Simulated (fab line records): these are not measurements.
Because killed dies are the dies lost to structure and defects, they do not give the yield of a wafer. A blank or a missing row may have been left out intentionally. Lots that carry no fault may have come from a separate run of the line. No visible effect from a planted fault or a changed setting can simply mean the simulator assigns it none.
fab line records -- flow n5_finfet
record: lots: 7, wafers: 21
route steps=1938 shown ZERO_LAYER@9 FIN_SAQP@125 DUMMY_GATE@234 GATE_CUT@510 MOL_CONTACT_COAG@535 BEOL_M0_SAQP@632 BEOL_M1@780 BEOL_M2@851
start_h: start of the lot's first displayed wafer, in hours after the record's first day -- wait_h: hours elapsed since this lot's preceding step -- " unchanged from the row above -- L1.1+2: a single row standing in for several wafers -- - either no value or no given start -- * or withheld: withheld -- < > ~ a bound
route shown NAME@n: a module of which the file shows steps, and the number in the route of the first -- usual: mean/standard deviation taken from wafers without a fault -- same: alike in all rows -- chamber/n: place in a boat -- sites: each site's reading -- _std_site: their standard deviation -- _edge_site: the outer-site mean with the inner-site mean subtracted -- radius_mm: for every site, how far away it sits from the centre of the wafer -- mask NAME#n: copy n -- behind: tool/chamber where the wafer was last shaped -- hold: reason for holding the lot/hours on hold/outcome of the hold -- device: which transistor (n, p or np) failed to switch -- end of line: the route-end tests of the same wafers -- step lacking rows: just its recipe -- killed: the dies lost at the first sort to structure and to defects; this is not the yield of the wafer -- map: dies across one wafer; x = killed, . = not, _ = none there
set.NAME: the setting the step ran with; set.NAME@STEP: the setting that earlier step ran with -- model.NAME: the simulator's own value behind a step, which no gauge read
one table per step and one row per wafer, for lots whose settings were changed on purpose
== steps ==
step: N5_ZERO_LAYER_EXPOSE_08
recipe: mask_id: ZERO, na: 0.55, source_shape: conventional, sigma_outer: 0.8, polarization: unpolarized, defocus_nm: 0, target_cd_nm: 2000, dose_mj: 16.2
lot.wafer,tool,chamber,start_h,wait_h,mask,set.dose_mj
L076.3+5+6,krf_scanner-02,0,24.62,-,ZERO#0,16.2
L080.2+6,krf_scanner-01,0,48.60,-,ZERO#0,16.2
L080.5,krf_scanner-01,0,48.60,-,ZERO#0,15.57
L082.3,krf_scanner-02,0,60.60,-,ZERO#0,15.73
L082.5+6,krf_scanner-02,0,60.60,-,ZERO#0,16.2
L084.1+2+6,krf_scanner-01,0,72.59,-,ZERO#0,16.2
L089.1+6,krf_scanner-02,0,102.61,-,ZERO#0,16.2
L089.4,krf_scanner-02,0,102.61,-,ZERO#0,15.13
L091.3+4+5,krf_scanner-01,0,114.60,-,ZERO#0,16.2
L094.1+4+5,krf_scanner-01,0,132.46,-,ZERO#0,16.2
step: N5_ZERO_LAYER_DEVELOP_10
recipe: develop_time_s: 60, rinse_liquid: diw, dry: air_spin, dev_temp_c: 21
lot.wafer,tool,chamber,start_h,wait_h,set.develop_time_s
L076.3+5,litho_track-04,0,-,-,60
L076.6,litho_track-04,0,-,-,53.54
L080.2+5,litho_track-05,0,-,-,60
L080.6,litho_track-05,0,-,-,55.29
L082.3+5+6,litho_track-03,0,-,-,60
L084.1+6,litho_track-03,0,-,-,51.35
L084.2,litho_track-03,0,-,-,60
L089.1+4+6,litho_track-04,0,-,-,60
L091.3+4+5,litho_track-05,0,-,-,60
L094.1+4+5,litho_track-03,0,-,-,60
step: N5_ZERO_LAYER_HARDBAKE_23
recipe: temp_c: 130, time_s: 120
step: N5_ZERO_LAYER_CD_MEAS_11
recipe: target_cd_nm: 2000, landing_energy_ev: 500, detector: se_inlens
usual: cd_nm: 2000.7/2.2
lot.wafer,tool,chamber,start_h,wait_h,set.dose_mj@ZERO_LAYER_EXPOSE_08,cd_nm
L076.3,cd_sem-03,0,24.79,-,16.2,1999.9
L076.5,cd_sem-03,0,24.79,-,16.2,1997.5
L076.6,cd_sem-03,0,24.79,-,16.2,1996.2
L080.2,cd_sem-01,0,48.77,-,16.2,2002.6
L080.5,cd_sem-01,0,48.77,-,15.57,1994.1
L080.6,cd_sem-01,0,48.77,-,16.2,1998.5
L082.3,cd_sem-01,0,60.77,-,15.73,1997.7
L082.5,cd_sem-01,0,60.77,-,16.2,2000.9
L082.6,cd_sem-01,0,60.77,-,16.2,2001.9
L084.1,cd_sem-01,0,72.77,-,16.2,1999.6
L084.2,cd_sem-01,0,72.77,-,16.2,1997.4
L084.6,cd_sem-01,0,72.77,-,16.2,1997.7
L089.1,cd_sem-02,0,102.78,-,16.2,2001.4
L089.4,cd_sem-02,0,102.78,-,15.13,1984.9
L089.6,cd_sem-02,0,102.78,-,16.2,1996.9
L091.3,cd_sem-01,0,114.77,-,16.2,2002.0
L091.4,cd_sem-01,0,114.77,-,16.2,1997.7
L091.5,cd_sem-01,0,114.77,-,16.2,1998.1
L094.1,cd_sem-03,0,132.64,-,16.2,2001.9
L094.4,cd_sem-03,0,132.64,-,16.2,2000.7
L094.5,cd_sem-03,0,132.64,-,16.2,2003.0
step: N5_FIN_SAQP_SPACER1_ALD_24
recipe: material: SiO2, target_thk_a: 203, temp_c: 300, ald_precursor_family: BDEAS, ald_co_reactant: O2-plasma, pulse_time_s: 1, purge_time_s: 2, co_reactant_purge_time_s: 2, ald_cycles: 218, pressure_torr: 2
lot.wafer,tool,chamber,start_h,wait_h,set.temp_c,model.SiO2_of_FIN_SAQP_SPACER1_ALD_24.thk_nm
L076.3+5+6,ald_sin-01,"2,1,0",35.64,0.4,300,20.2
L080.2+5,ald_sin-02,"1,2",59.04,0.3,300,20.2
L080.6,ald_sin-02,3,59.04,0.3,300,20.4
L082.3,ald_sin-01,2,70.67,0.1,300,20.2
L082.5,ald_sin-01,2,70.67,0.1,308,20
L082.6,ald_sin-01,1,70.67,0.1,308,19.8
L084.1,ald_sin-02,3,83.51,0.3,300,20.2
L084.2,ald_sin-02,1,83.51,0.3,300,20.4
L084.6,ald_sin-02,3,83.51,0.3,313.1,19.8
L089.1,ald_sin-01,2,113.10,0.3,300,20.4
L089.4,ald_sin-01,0,113.10,0.3,287.1,21.2
L089.6,ald_sin-01,2,113.10,0.3,300,20.2
L091.3,ald_sin-02,1,124.97,0.1,287.4,21.4
L091.4,ald_sin-02,3,124.97,0.1,287.4,21.2
L091.5,ald_sin-02,0,124.97,0.1,300,20.4
L094.1,ald_sin-04,3,144.54,0.5,300,20.2
L094.4+5,ald_sin-04,"2,1",144.54,0.5,300,20.4
step: N5_FIN_SAQP_SPACER1_ETCHBACK_25
recipe: chemistry: CHF3/O2, mode: anisotropic_etchback, target: SiO2, target_depth_a: 244, time_s: 12.2, pressure_mtorr: 30, source_w: 650, bias_w: 170, Ar_flow_sccm: 200, CHF3_flow_sccm: 50, O2_flow_sccm: 5, ion_energy_ev: 200
step: N5_FIN_SAQP_MANDREL1_REMOVE_56
recipe: chemistry: HBr/Cl2/O2, bt_time_s: 10, target: a-Si, stop_on: SiNx, endpoint: OES-SiCl, over_etch_frac: 1, icp_w: 600, bias_w: 22, HBr_flow_sccm: 150, Cl2_flow_sccm: 80, O2_flow_sccm: 5, pressure_mtorr: 10
lot.wafer,tool,chamber,start_h,wait_h,set.temp_c@FIN_SAQP_SPACER1_ALD_24,model.FIN_SAQP.cd_nm
L076.3+5+6,rie_si-01,"2,1,2",36.46,0.1,300,20.2
L080.2,rie_si-02,1,59.88,0.1,300,20.2
L080.5+6,rie_si-02,"3,1",59.88,0.1,300,20.4
L082.3,rie_si-06,3,71.47,0.1,300,20.2
L082.5,rie_si-06,3,71.47,0.1,308,19.8
L082.6,rie_si-06,0,71.47,0.1,308,20
L084.1+2,rie_si-06,"1,0",84.36,0.1,300,20.4
L084.6,rie_si-06,0,84.36,0.1,313.1,20
L089.1+6,rie_si-02,"2,3",113.90,0.1,300,20.4
L089.4,rie_si-02,0,113.90,0.1,287.1,21.4
L091.3,rie_si-02,0,125.78,0.1,287.4,21.4
L091.4,rie_si-02,3,125.78,0.1,287.4,21.2
L091.5,rie_si-02,3,125.78,0.1,300,20.4
L094.1,rie_si-06,3,145.35,0.1,300,20.2
L094.4+5,rie_si-06,1,145.35,0.1,300,20.4
step: N5_DUMMY_GATE_DESCUM_20
recipe: chemistry: O2, time_s: 6.2, source_power_w: 50, bias_power_w: 20, pressure_mtorr: 20, rf_frequency_hz: 2.712e+07, temp_c: 40, resist: CAR-EUV, o2_flow_sccm: 225
lot.wafer,tool,chamber,start_h,wait_h,set.time_s,model.CAR-EUV_of_DUMMY_GATE_COAT_09.thk_nm
L076.3,rie_diel-01,0,58.94,0.0,6.2,26.6
L076.5+6,rie_diel-01,"1,0",58.94,0.0,5.263,26.8
L080.2,rie_diel-05,3,81.10,0.2,6.2,26.6
L080.5,rie_diel-05,3,81.10,0.2,6.2,26.4
L080.6,rie_diel-05,2,81.10,0.2,7.273,26
L082.3+6,rie_diel-01,"1,0",92.92,0.1,5.542,26.8
L082.5,rie_diel-01,1,92.92,0.1,6.2,26.6
L084.1+6,rie_diel-06,"0,1",107.74,0.1,6.2,26.6
L084.2,rie_diel-06,3,107.74,0.1,6.2,26.4
L089.1,rie_diel-06,3,139.43,0.0,7.463,25.6
L089.4+6,rie_diel-06,"0,1",139.43,0.0,6.2,26.4
L091.3+4+5,rie_diel-05,"3,1,1",149.58,0.0,6.2,26.4
L094.1+4+5,rie_diel-06,"2,0,3",167.01,0.3,6.2,26.6
step: N5_GATE_CUT_ALD_22
recipe: material: SiNx, target_thk_a: 160, temp_c: 400, ald_precursor_family: SiH2I2, ald_co_reactant: N2/H2-plasma, pulse_time_s: 1, ald_cycles: 320, purge_time_s: 2, co_reactant_purge_time_s: 2, pressure_torr: 2
lot.wafer,tool,chamber,start_h,wait_h,set.ald_cycles,model.SiNx_of_GATE_CUT_ALD_22.thk_nm
L076.3,ald_sin-02,3,96.03,0.0,359,18.2
L076.5,ald_sin-02,1,96.03,0.0,320,16
L076.6,ald_sin-02,2,96.03,0.0,359,18
L080.2+5,ald_sin-02,"0,3",121.22,0.1,360,18
L080.6,ald_sin-02,2,121.22,0.1,320,16
L082.3+5+6,ald_sin-03,"1,3,0",131.75,0.0,320,16
L084.1+2,ald_sin-02,"2,0",144.15,0.0,320,16
L084.6,ald_sin-02,3,144.15,0.0,320,16.2
L089.1+4,ald_sin-03,"2,1",177.80,0.0,320,16
L089.6,ald_sin-03,1,177.80,0.0,360,18
L091.3,ald_sin-03,2,194.40,0.0,290,14.4
L091.4,ald_sin-03,0,194.40,0.0,290,14.6
L091.5,ald_sin-03,2,194.40,0.0,320,16
L094.1+4+5,ald_sin-02,"1,2,0",209.94,0.0,320,16
step: N5_MOL_CONTACT_COAG_CONTACT_ETCH_14
recipe: chemistry: C4F6/O2, target: SiO2, target_depth_a: 275, overetch_a: 85, mask_material: SOC, pressure_mtorr: 30, source_w: 370, bias_w: 185, Ar_flow_sccm: 300, C4F6_flow_sccm: 16, O2_flow_sccm: 10, time_s: 20, ion_energy_ev: 259.6
usual: rf_vpp_V: 693/3.9
lot.wafer,tool,chamber,start_h,wait_h,set.source_w,rf_vpp_V
L076.3,rie_diel-04,2,99.39,0.0,370,689
L076.5,rie_diel-04,3,99.39,0.0,370,691
L076.6,rie_diel-04,2,99.39,0.0,402.4,672
L080.2,rie_diel-04,1,124.54,0.0,370,695
L080.5,rie_diel-04,0,124.54,0.0,304.5,733
L080.6,rie_diel-04,1,124.54,0.0,304.5,732
L082.3,rie_diel-02,3,134.88,0.0,370,693
L082.5,rie_diel-02,0,134.88,0.0,433.3,667
L082.6,rie_diel-02,2,134.88,0.0,433.3,656
L084.1,rie_diel-03,1,147.28,0.0,370,695
L084.2,rie_diel-03,0,147.28,0.0,370,688
L084.6,rie_diel-03,1,147.28,0.0,405.3,679
L089.1,rie_diel-02,0,181.64,0.0,335.7,719
L089.4,rie_diel-02,0,181.64,0.0,335.7,720
L089.6,rie_diel-02,2,181.64,0.0,370,697
L091.3,rie_diel-03,1,197.67,0.0,313.8,734
L091.4,rie_diel-03,3,197.67,0.0,370,699
L091.5,rie_diel-03,2,197.67,0.0,370,692
L094.1,rie_diel-04,1,213.19,0.0,370,693
L094.4,rie_diel-04,2,213.19,0.0,370,688
L094.5,rie_diel-04,1,213.19,0.0,370,693
step: N5_BEOL_M0_SAQP_PECVD_00
recipe: material: SiCN, target_thk_a: 80, temp_c: withheld, precursor: 3MS/NH3, pressure_torr: 3, rf_w: 202, time_s: 14
lot.wafer,tool,chamber,start_h,wait_h,set.time_s,model.SiCN_of_BEOL_M0_SAQP_PECVD_00.thk_nm
L076.3,pecvd-04,2,118.88,0.1,12.8,7.4
L076.5+6,pecvd-04,"1,2",118.88,0.1,14,8
L080.2+5,pecvd-01,1,142.74,0.2,15.58,8.8
L080.6,pecvd-01,2,142.74,0.2,14,8
L082.3,pecvd-04,1,150.30,0.1,13.29,7.4
L082.5+6,pecvd-04,"1,2",150.30,0.1,14,8
L084.1,pecvd-04,1,163.28,0.2,14,8
L084.2,pecvd-04,2,163.28,0.2,14.7,8.4
L084.6,pecvd-04,0,163.28,0.2,14,8.2
L094.1+5,pecvd-03,2,233.71,0.2,14,7.8
L094.4,pecvd-03,1,233.71,0.2,14,8
L089.1+6,pecvd-01,0,233.95,0.2,15.7,8.8
L089.4,pecvd-01,1,233.95,0.2,15.7,9
L091.3+4+5,pecvd-01,"0,1,0",234.28,0.2,14,8
step: N5_BEOL_M0_SAQP_PECVD_04
recipe: material: a-Si, target_thk_a: 600, temp_c: 350, precursor: SiH4/He, pressure_torr: 3, rf_w: 100, time_s: 60.2
lot.wafer,tool,chamber,start_h,wait_h,set.time_s,model.a-Si_of_BEOL_M0_SAQP_PECVD_04.thk_nm
L076.3+6,pecvd-04,"0,2",120.22,0.0,60.2,60.2
L076.5,pecvd-04,1,120.22,0.0,60.2,60.8
L080.2,pecvd-04,0,144.23,0.0,60.2,60.6
L080.5,pecvd-04,1,144.23,0.0,60.2,60.4
L080.6,pecvd-04,2,144.23,0.0,60.2,59.8
L082.3,pecvd-01,1,151.04,0.0,60.2,60
L082.5,pecvd-01,0,151.04,0.0,60.2,61.6
L082.6,pecvd-01,1,151.04,0.0,51.2,52.2
L084.1,pecvd-01,2,166.59,0.0,65.91,64.2
L084.2,pecvd-01,1,166.59,0.0,60.2,59.8
L084.6,pecvd-01,2,166.59,0.0,65.91,66.4
L094.1,pecvd-04,1,234.02,0.0,60.2,59.8
L094.4,pecvd-04,0,234.02,0.0,60.2,60
L094.5,pecvd-04,1,234.02,0.0,60.2,60.6
L089.1,pecvd-04,2,234.29,0.0,65.1,63.8
L089.4,pecvd-04,2,234.29,0.0,65.1,65
L089.6,pecvd-04,0,234.29,0.0,60.2,60.6
L091.3,pecvd-01,0,234.70,0.1,60.2,60.6
L091.4,pecvd-01,1,234.70,0.1,53.57,53.8
L091.5,pecvd-01,1,234.70,0.1,53.57,54.6
step: N5_BEOL_M0_SAQP_THK_MEAS_05
usual: thk_nm: 60.2/0.75
lot.wafer,tool,chamber,start_h,wait_h,set.time_s@BEOL_M0_SAQP_PECVD_04,thk_nm
L076.3,film_metro-02,-,120.31,0.1,60.2,60.2
L076.5,film_metro-02,-,120.31,0.1,60.2,60.7
L076.6,film_metro-02,-,120.31,0.1,60.2,60.1
L080.2,film_metro-01,-,144.33,0.1,60.2,60.5
L080.5,film_metro-01,-,144.33,0.1,60.2,60.4
L080.6,film_metro-01,-,144.33,0.1,60.2,59.8
L082.3,film_metro-01,-,151.14,0.1,60.2,59.9
L082.5,film_metro-01,-,151.14,0.1,60.2,61.5
L082.6,film_metro-01,-,151.14,0.1,51.2,52.1
L084.1,film_metro-01,-,166.69,0.1,65.91,64.3
L084.2,film_metro-01,-,166.69,0.1,60.2,59.8
L084.6,film_metro-01,-,166.69,0.1,65.91,66.5
L094.1,film_metro-02,-,234.12,0.1,60.2,59.9
L094.4,film_metro-02,-,234.12,0.1,60.2,59.9
L094.5,film_metro-02,-,234.12,0.1,60.2,60.6
L089.1,film_metro-01,-,234.39,0.1,65.1,63.7
L089.4,film_metro-01,-,234.39,0.1,65.1,65.0
L089.6,film_metro-01,-,234.39,0.1,60.2,60.6
L091.3,film_metro-02,-,234.80,0.1,60.2,60.7
L091.4,film_metro-02,-,234.80,0.1,53.57,53.8
L091.5,film_metro-02,-,234.80,0.1,53.57,54.6
step: N5_BEOL_M0_SAQP_COAT_82
recipe: resist: SiARC, temp_c: 220, time_s: 60, spin_rpm: 1500, resist_thk_nm: 30
lot.wafer,tool,chamber,start_h,wait_h,set.spin_rpm,model.SiARC_of_BEOL_M0_SAQP_COAT_82.thk_nm
L076.3+5+6,litho_track-03,0,-,-,1640,28.8
L080.2+5+6,litho_track-05,0,-,-,1500,30
L082.3+6,litho_track-03,0,-,-,1500,30
L082.5,litho_track-03,0,-,-,1568,29.4
L084.1+6,litho_track-05,0,-,-,1500,30
L084.2,litho_track-05,0,-,-,1500,30.2
L094.1+4+5,litho_track-05,0,-,-,1500,30
L089.1,litho_track-03,0,-,-,1419,30.8
L089.4+6,litho_track-03,0,-,-,1500,30
L091.3+4,litho_track-01,0,-,-,1581,29.2
L091.5,litho_track-01,0,-,-,1500,30
step: N5_BEOL_M1_COAT_22
recipe: resist: CAR-EUV, spin_rpm: 1500, resist_thk_nm: 30
lot.wafer,tool,chamber,start_h,wait_h,set.spin_rpm,model.CAR-EUV_of_BEOL_M1_COAT_22.thk_nm
L076.3,litho_track-05,0,-,-,1553,29.6
L076.5,litho_track-05,0,-,-,1500,30.2
L076.6,litho_track-05,0,-,-,1500,30
L080.2,litho_track-02,0,-,-,1554,29.6
L080.5,litho_track-02,0,-,-,1500,30
L080.6,litho_track-02,0,-,-,1500,30.2
L082.3+5,litho_track-02,0,-,-,1500,30
L082.6,litho_track-02,0,-,-,1339,31.8
L084.1,litho_track-01,0,-,-,1500,29.8
L084.2+6,litho_track-01,0,-,-,1500,30
L094.1,litho_track-01,0,-,-,1500,30.2
L094.4+5,litho_track-01,0,-,-,1500,30
L089.1+6,litho_track-05,0,-,-,1500,30
L089.4,litho_track-05,0,-,-,1500,30.2
L091.3+4,litho_track-02,0,-,-,1500,30.2
L091.5,litho_track-02,0,-,-,1360,31.4
step: N5_BEOL_M1_EBR_24
recipe: solvent: PGMEA, ebr_width_mm: 1.5
step: N5_BEOL_M1_SOFTBAKE_23
recipe: temp_c: 110, time_s: 60, resist: CAR-EUV
step: N5_BEOL_M1_EXPOSE_25
recipe: mask_id: V0, na: 0.33, source_shape: quasar, sigma_inner: 0.2, sigma_outer: 0.8, polarization: unpolarized, defocus_nm: 5, target_cd_nm: 24, dose_mj: 63
step: N5_BEOL_M1_PEB_26
recipe: peb_temp_c: 100, peb_time_s: 60, resist: CAR-EUV
step: N5_BEOL_M1_DEVELOP_27
recipe: develop_time_s: 30, developer: TMAH, resist: CAR-EUV, rinse_liquid: surfactant_rinse, dry: air_spin, dev_temp_c: 23
lot.wafer,tool,chamber,start_h,wait_h,set.spin_rpm@BEOL_M1_COAT_22,model.CAR-EUV_of_BEOL_M1_COAT_22.thk_nm
L076.3,litho_track-02,0,-,-,1553,29.2
L076.5+6,litho_track-02,0,-,-,1500,29.6
L080.2,litho_track-05,0,-,-,1554,29
L080.5+6,litho_track-05,0,-,-,1500,29.6
L082.3+5,litho_track-01,0,-,-,1500,29.6
L082.6,litho_track-01,0,-,-,1339,31.4
L084.1+6,litho_track-02,0,-,-,1500,29.4
L084.2,litho_track-02,0,-,-,1500,29.6
L094.1+5,litho_track-02,0,-,-,1500,29.6
L094.4,litho_track-02,0,-,-,1500,29.4
L089.1+4+6,litho_track-02,0,-,-,1500,29.6
L091.3+4,litho_track-01,0,-,-,1500,29.6
L091.5,litho_track-01,0,-,-,1360,31
step: N5_BEOL_M2_EXPOSE_08
recipe: mask_id: M2, na: 0.33, source_shape: dipole, sigma_inner: 0.369, sigma_outer: 0.767, polarization: unpolarized, dose_mj: 41.25
lot.wafer,tool,chamber,start_h,wait_h,mask,set.dose_mj
L076.3+6,euv_scanner-01,0,149.01,-,M2#0,39.24
L076.5,euv_scanner-01,0,149.01,-,M2#0,41.25
L080.2+5+6,euv_scanner-02,0,167.54,-,M2#0,44.15
L082.3+5+6,euv_scanner-02,0,171.71,-,M2#0,41.25
L084.1+2,euv_scanner-02,0,191.68,-,M2#0,38.51
L084.6,euv_scanner-02,0,191.68,-,M2#0,41.25
L094.1+4+5,euv_scanner-02,0,259.31,-,M2#0,41.25
L089.1+6,euv_scanner-02,0,259.67,-,M2#0,41.25
L089.4,euv_scanner-02,0,259.67,-,M2#0,39.33
L091.3+4+5,euv_scanner-01,0,263.07,-,M2#0,41.25
step: N5_BEOL_M2_PEB_09
recipe: peb_temp_c: 100, peb_time_s: 60, resist: CAR-EUV
step: N5_BEOL_M2_DEVELOP_10
recipe: develop_time_s: 30, developer: TMAH, resist: CAR-EUV, rinse_liquid: surfactant_rinse, dry: air_spin, dev_temp_c: 23
step: N5_BEOL_M2_CD_MEAS_11
recipe: target_cd_nm: 16.79, landing_energy_ev: 500, detector: se_inlens, polarity: opening
usual: cd_nm: 16.77/0.25
lot.wafer,tool,chamber,start_h,wait_h,set.dose_mj@BEOL_M2_EXPOSE_08,cd_nm
L076.3,cd_sem-03,0,149.13,-,39.24,15.56
L076.5,cd_sem-03,0,149.13,-,41.25,16.77
L076.6,cd_sem-03,0,149.13,-,39.24,15.59
L080.2,cd_sem-01,0,167.66,-,44.15,18.10
L080.5,cd_sem-01,0,167.66,-,44.15,18.53
L080.6,cd_sem-01,0,167.66,-,44.15,18.42
L082.3,cd_sem-01,0,171.83,-,41.25,16.70
L082.5,cd_sem-01,0,171.83,-,41.25,16.72
L082.6,cd_sem-01,0,171.83,-,41.25,16.78
L084.1,cd_sem-01,0,191.81,-,38.51,14.72
L084.2,cd_sem-01,0,191.81,-,38.51,15.05
L084.6,cd_sem-01,0,191.81,-,41.25,16.54
L094.1,cd_sem-01,0,259.45,-,41.25,16.41
L094.4,cd_sem-01,0,259.45,-,41.25,16.43
L094.5,cd_sem-01,0,259.45,-,41.25,16.75
L089.1,cd_sem-02,0,259.80,-,41.25,16.54
L089.4,cd_sem-02,0,259.80,-,39.33,15.40
L089.6,cd_sem-02,0,259.80,-,41.25,16.76
L091.3,cd_sem-01,0,263.19,-,41.25,16.94
L091.4,cd_sem-01,0,263.19,-,41.25,16.79
L091.5,cd_sem-01,0,263.19,-,41.25,16.92
step: N5_BEOL_M2_DESCUM_16
recipe: chemistry: O2, time_s: 7, source_power_w: 50, bias_power_w: 20, pressure_mtorr: 20, rf_frequency_hz: 2.712e+07, temp_c: 40, resist: CAR-EUV, o2_flow_sccm: 225
step: N5_BEOL_M2_ETCH_74
recipe: chemistry: N2/H2, target: underlayer, target_depth_a: 65, mask_material: CAR-EUV, time_s: 5.2, ion_energy_ev: 200, pressure_mtorr: 30, source_w: 840, bias_w: 150, n2_flow_sccm: 200, h2_flow_sccm: 200, ends: cleared
lot.wafer,tool,chamber,start_h,wait_h,set.dose_mj@BEOL_M2_EXPOSE_08,model.BEOL_M2.cd_offset_nm
L076.3,rie_diel-04,1,149.28,0.0,39.24,-1.2
L076.5,rie_diel-04,2,149.28,0.0,41.25,-0.2
L076.6,rie_diel-04,3,149.28,0.0,39.24,-1.4
L080.2+5,rie_diel-02,"3,0",168.45,0.0,44.15,1.4
L080.6,rie_diel-02,3,168.45,0.0,44.15,1.6
L082.3+5+6,rie_diel-03,"1,2,1",173.59,0.0,41.25,-0.2
L084.1+2,rie_diel-02,"0,2",192.69,0.0,38.51,-1.6
L084.6,rie_diel-02,1,192.69,0.0,41.25,-0.2
L094.1+5,rie_diel-04,"3,1",259.61,0.0,41.25,-0.2
L094.4,rie_diel-04,3,259.61,0.0,41.25,-0.4
L089.1,rie_diel-04,1,259.96,0.0,41.25,-0.4
L089.4,rie_diel-04,3,259.96,0.0,39.33,-1.2
L089.6,rie_diel-04,2,259.96,0.0,41.25,0
L091.3,rie_diel-03,0,263.50,0.0,41.25,-0.2
L091.4+5,rie_diel-03,"3,2",263.50,0.0,41.25,0
== key ==
split: step: N5_ZERO_LAYER_EXPOSE_08, setting: dose_mj, stated: 16.2, by: wafer
response: step: N5_ZERO_LAYER_CD_MEAS_11, reading: cd_nm, change: +1.93, per: 1%, r: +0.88
split: step: N5_ZERO_LAYER_DEVELOP_10, setting: develop_time_s, stated: 60, by: wafer
response none clear
split: step: N5_FIN_SAQP_SPACER1_ALD_24, setting: temp_c, stated: 300, by: wafer
response: step: N5_FIN_SAQP_SPACER1_ALD_24, reading: model.SiO2_of_FIN_SAQP_SPACER1_ALD_24.thk_nm, change: -0.171, per: 1%, r: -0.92
response: step: N5_FIN_SAQP_MANDREL1_REMOVE_56, reading: model.FIN_SAQP.cd_nm, change: -0.171, per: 1%, r: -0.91
split: step: N5_DUMMY_GATE_DESCUM_20, setting: time_s, stated: 6.2, by: wafer
response: step: N5_DUMMY_GATE_DESCUM_20, reading: model.CAR-EUV_of_DUMMY_GATE_COAT_09.thk_nm, change: -0.0285, per: 1%, r: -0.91
split: step: N5_GATE_CUT_ALD_22, setting: ald_cycles, stated: 320, by: wafer
response: step: N5_GATE_CUT_ALD_22, reading: model.SiNx_of_GATE_CUT_ALD_22.thk_nm, change: +0.163, per: 1%, r: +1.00
split: step: N5_MOL_CONTACT_COAG_CONTACT_ETCH_14, setting: source_w, stated: 370, by: wafer
response: step: N5_MOL_CONTACT_COAG_CONTACT_ETCH_14, reading: rf_vpp_V, change: -2.09, per: 1%, r: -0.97
split: step: N5_BEOL_M0_SAQP_PECVD_00, setting: time_s, stated: 14, by: wafer
response: step: N5_BEOL_M0_SAQP_PECVD_00, reading: model.SiCN_of_BEOL_M0_SAQP_PECVD_00.thk_nm, change: +0.0744, per: 1%, r: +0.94
split: step: N5_BEOL_M0_SAQP_PECVD_04, setting: time_s, stated: 60.2, by: wafer
response: step: N5_BEOL_M0_SAQP_PECVD_04, reading: model.a-Si_of_BEOL_M0_SAQP_PECVD_04.thk_nm, change: +0.563, per: 1%, r: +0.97
response: step: N5_BEOL_M0_SAQP_THK_MEAS_05, reading: thk_nm, change: *, per: 1%, r: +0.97
split: step: N5_BEOL_M0_SAQP_COAT_82, setting: spin_rpm, stated: 1500, by: wafer
response: step: N5_BEOL_M0_SAQP_COAT_82, reading: model.SiARC_of_BEOL_M0_SAQP_COAT_82.thk_nm, change: -0.144, per: 1%, r: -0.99
split: step: N5_BEOL_M1_COAT_22, setting: spin_rpm, stated: 1500, by: wafer
response: step: N5_BEOL_M1_COAT_22, reading: model.CAR-EUV_of_BEOL_M1_COAT_22.thk_nm, change: -0.15, per: 1%, r: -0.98
response: step: N5_BEOL_M1_DEVELOP_27, reading: model.CAR-EUV_of_BEOL_M1_COAT_22.thk_nm, change: -0.158, per: 1%, r: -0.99
split: step: N5_BEOL_M2_EXPOSE_08, setting: dose_mj, stated: 41.25, by: wafer
response: step: N5_BEOL_M2_CD_MEAS_11, reading: cd_nm, change: +0.253, per: 1%, r: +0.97
response: step: N5_BEOL_M2_ETCH_74, reading: model.BEOL_M2.cd_offset_nm, change: +0.216, per: 1%, r: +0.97
